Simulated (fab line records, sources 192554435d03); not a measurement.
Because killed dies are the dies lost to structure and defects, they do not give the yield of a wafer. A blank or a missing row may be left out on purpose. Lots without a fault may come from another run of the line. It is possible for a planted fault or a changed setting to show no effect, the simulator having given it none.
What tool caused it?	flow n5 finfet	Sampling: 9 lots, 27 wafers, 5 of 1938 route steps

WHAT THE GAUGES READ, wafer by wafer
N5_MOL_CONTACT_COAG_CD_MEAS_40: target cd 25.1 nm. Usual: 25.12 nm for cd nm, sd 0.21.
lot	measured	on	cd nm (nm)	flag
L732	day 5 11:53	cd sem-01	25.06 25.25 25.11	
L743	day 8 04:01	cd sem-03	25.23 25.09 25.14	
L744	day 8 06:41	cd sem-03	25.26 25.35 25.00	
L745	day 8 13:38	cd sem-03	24.80 25.24 24.82	
L746	day 8 21:37	cd sem-03	25.60 25.57 25.20	
L747	day 9 04:43	cd sem-02	25.08 25.39 24.80	
L749	day 9 17:55	cd sem-02	25.10 25.20 25.29	
L750	day 9 22:07	cd sem-03	25.48 25.12 25.17	
L753	day 10 17:04	cd sem-03	25.22 24.94 25.36	

N5_BEOL_M4_RC_MEAS_101. Usual: DIBL_N 36.3 mV/V, standard deviation 1.9; DIBL_P 36.6 mV/V, standard deviation 2.4; IOFF_N 0.17 nA/um, standard deviation 0.037; IOFF_P 0.23 nA/um, standard deviation 0.04; ION_N 682 uA/um, standard deviation 14; ION_P 468 uA/um, standard deviation 8.6; SS_N 71.6 mV/dec, standard deviation 0.67; SS_P 73.4 mV/dec, standard deviation 0.71; VT_N 248 mV, standard deviation 3.3; VT_P -248.9 mV, standard deviation 2.9.
lot	measured	on	DIBL_N (mV/V)	DIBL_P (mV/V)	IOFF_N (nA/um)	IOFF_P (nA/um)	ION_N (uA/um)	ION_P (uA/um)	SS_N (mV/dec)	SS_P (mV/dec)	VT_N (mV)	VT_P (mV)	flag
L732	day 9 21:16	prober-02	36.9 39.7 34.5	37.1 39.7 34.6	0.17 0.26 0.13	0.23 0.29 0.19	666 687 652	460 468 454	72.4 72.9 70.9	73.1 74.1 72.6	251 242 254	-250.3 -244.7 -249.8	
L746	day 13 22:39	prober-01	37.7 39.6 38.3	39.2 40.3 38.9	0.20 0.25 0.20	0.25 0.26 0.24	690 694 688	472 473 468	71.7 72.6 72.4	73.4 74.0 73.3	245 247 251	-248.1 -247.4 -251.3	
L747	day 13 07:41	prober-01	37.4 38.9 36.1	38.4 39.7 36.4	0.19 0.24 0.17	0.25 0.29 0.22	677 692 676	463 469 465	71.4 72.0 71.7	74.8 74.4 73.8	246 243 249	-245.6 -246.7 -247.4	
L749	day 15 13:55	prober-02	34.7 36.2 33.2	35.9 37.6 33.2	0.16 0.18 0.12	0.20 0.23 0.16	686 680 660	472 467 459	70.5 71.6 71.8	73.4 73.6 72.7	249 247 254	-247.2 -247.7 -251.3	
L750	day 15 16:10	prober-01	37.1 36.6 38.4	35.5 34.8 37.9	0.17 0.16 0.21	0.25 0.24 0.29	677 701 707	473 484 489	72.8 72.0 72.0	73.9 74.0 74.2	250 245 246	-244.3 -246.2 -245.7	
L753	day 15 18:07	prober-02	38.4 37.6 39.3	38.1 37.3 38.2	0.21 0.19 0.21	0.25 0.23 0.24	678 691 688	456 466 461	72.1 71.6 72.5	74.1 73.4 73.4	246 248 245	-249.8 -249.7 -248.9	

WHAT TOOL EACH LOT RAN ON (gives the tool, then ch and the chambers of the sampled wafers, and finally the start)
lot	N5_MOL_CONTACT_COAG_DESCUM_88	N5_MOL_CONTACT_COAG_ETCH_47	N5_MOL_CONTACT_COAG_STRIP_119
L732	rie diel-02 ch 0,1, day 5 10:45	rie diel-02 ch 1,2, day 5 11:20	plasma asher-01 ch 0,1, day 5 11:25
L743	rie diel-02 ch 1,2,3, day 8 02:35	rie diel-02 ch 0,2,3, day 8 03:28	plasma asher-02 ch 0,1, day 8 03:32
L744	rie diel-02 ch 0,1,3, day 8 05:34	rie diel-03 ch 0,2, day 8 06:08	plasma asher-02 ch 0,1, day 8 06:14
L745	rie diel-02 ch 0,2, day 8 12:31	rie diel-02 ch 0,2,3, day 8 13:05	plasma asher-02 ch 0,1, day 8 13:10
L746	rie diel-02 ch 0,2,3, day 8 20:22	rie diel-03 ch 0,2,3, day 8 20:56	plasma asher-01 ch 0,1, day 8 21:01
L747	rie diel-03 ch 0,2,3, day 9 03:33	rie diel-02 ch 1,2,3, day 9 04:08	plasma asher-02 ch 0,1, day 9 04:14
L749	rie diel-04 ch 0,1,2, day 9 16:34	rie diel-03 ch 0,1, day 9 17:14	plasma asher-02 ch 0,1, day 9 17:19
L750	rie diel-02 ch 0,2,3, day 9 20:47	rie diel-03 ch 0,1,2, day 9 21:26	plasma asher-02 ch 0,1, day 9 21:32
L753	rie diel-03 ch 0,2,3, day 10 15:46	rie diel-03 ch 1,2,3, day 10 16:24	plasma asher-01 ch 0,1, day 10 16:29
- N5_MOL_CONTACT_COAG_DESCUM_88: chemistry O2, time 7 s.
- N5_MOL_CONTACT_COAG_ETCH_47: etches SiNx in CH3F/O2, stops on W, target depth 27 nm.
- N5_MOL_CONTACT_COAG_STRIP_119: strips in N2/H2, time 30 s.

WHAT THE TOOLS THEMSELVES READ (means of the sampled wafers that have a number; where no wafer has one, the mark that the record gives instead)
N5_MOL_CONTACT_COAG_DESCUM_88. Usual: drypump motor current A 6.06 A, standard deviation 0.21; oes product au 0.78 a.u., standard deviation 0.082; rf vpp V 242.5 V, standard deviation 1.3; showerhead plenum p Torr 2.05 Torr, standard deviation 0.064; throttle valve pct 20.42 %, standard deviation 0.26.
lot	tool	drypump motor current A (A)	oes product au (a.u.)	rf vpp V (V)	showerhead plenum p Torr (Torr)	throttle valve pct (%)	flag
L732	rie diel-02	6.26	0.74	241.7	1.99	20.52	
L743	rie diel-02	6.18	0.89	244.4	2.12	20.09	
L744	rie diel-02	6.23	0.92	243.4	2.14	20.18	
L745	rie diel-02	6.24	0.80	241.4	2.03	20.32	
L746	rie diel-02	6.22	0.83	242.4	2.06	20.20	
L747	rie diel-03	5.79	0.74	242.2	2.05	20.46	
L749	rie diel-04	5.96	0.70	240.6	2.03	20.68	
L750	rie diel-02	6.18	0.81	242.8	2.06	20.22	
L753	rie diel-03	5.80	0.74	242.2	2.05	20.48	

N5_MOL_CONTACT_COAG_ETCH_47. Usual: CH3F_flow_sccm 30.00 sccm, standard deviation 0.096; O2_flow_sccm 20.00 sccm, standard deviation 0.052; drypump motor current A 6.01 A, standard deviation 0.23; etch rf on time s 31.3 s, standard deviation 0.9; oes product au 0.69 a.u., standard deviation 0.069; rf vpp V 297 V, standard deviation 6.3; showerhead plenum p Torr 1.96 Torr, standard deviation 0.058; throttle valve pct 16.38 %, standard deviation 0.2.
lot	tool	CH3F_flow_sccm (sccm)	O2_flow_sccm (sccm)	drypump motor current A (A)	etch rf on time s (s)	oes product au (a.u.)	rf vpp V (V)	showerhead plenum p Torr (Torr)	throttle valve pct (%)	flag
L732	rie diel-02	29.97	19.93	6.26	30.8	0.64	304	1.91	16.51	
L743	rie diel-02	-	-	-	-	-	-	-	-	OFF
L744	rie diel-03	-	-	-	-	-	-	-	-	OFF
L745	rie diel-02	-	-	-	-	-	-	-	-	OFF
L746	rie diel-03	29.93	20.00	5.80	31.0	0.67	297	1.97	16.43	
L747	rie diel-02	29.95	19.98	6.18	30.1	0.78	303	2.04	16.13	
L749	rie diel-03	30.03	20.00	5.61	31.7	0.65	296	1.95	16.61	
L750	rie diel-03	30.01	20.04	5.82	32.2	0.66	295	1.94	16.52	
L753	rie diel-03	30.00	20.00	5.95	32.1	0.65	298	1.93	16.43	

N5_MOL_CONTACT_COAG_STRIP_119. Usual: drypump motor current A 5.4 A, standard deviation 0.37; h2 flow sccm 3251 sccm, standard deviation 11; heater power w 364 W, standard deviation 48.
lot	tool	drypump motor current A (A)	h2 flow sccm (sccm)	heater power w (W)	flag
L732	plasma asher-01	5.3	3252	300	
L743	plasma asher-02	5.6	3240	395	
L744	plasma asher-02	5.5	3250	401	
L745	plasma asher-02	5.3	3250	374	
L746	plasma asher-01	5.5	3258	336	
L747	plasma asher-02	5.5	3260	396	
L749	plasma asher-02	5.3	3257	370	
L750	plasma asher-02	5.3	3253	376	
L753	plasma asher-01	5.5	3248	333	

THE ANSWER, worked out from the rows above alone
Rule: take the mean of a lot's wafers that have a number; if it is more than 3 standard deviations from the usual mean, the lot is off. A lot without any number at a reading at which 4 lots or more have one is off too. Where the step has rows for the other lots, those lots are counted as sound. Order of review: gauges by route order, followed by the tools' own readings, for which a lot's mean as printed above is used. The first step at which some lot is off is used, and at that step the reading that is off furthest; a lot without a number counts as furthest.
Off: L743, L744, L745, at N5_MOL_CONTACT_COAG_ETCH_47 (CH3F_flow_sccm). Without a number there: L743, L744, L745.
A tool fits if, at that step or a process step before it, it ran every lot that is off, and no sound lot after the first of them. No candidate that was tried fits.

WHAT HAD BEEN PUT IN BY THE SIMULATOR
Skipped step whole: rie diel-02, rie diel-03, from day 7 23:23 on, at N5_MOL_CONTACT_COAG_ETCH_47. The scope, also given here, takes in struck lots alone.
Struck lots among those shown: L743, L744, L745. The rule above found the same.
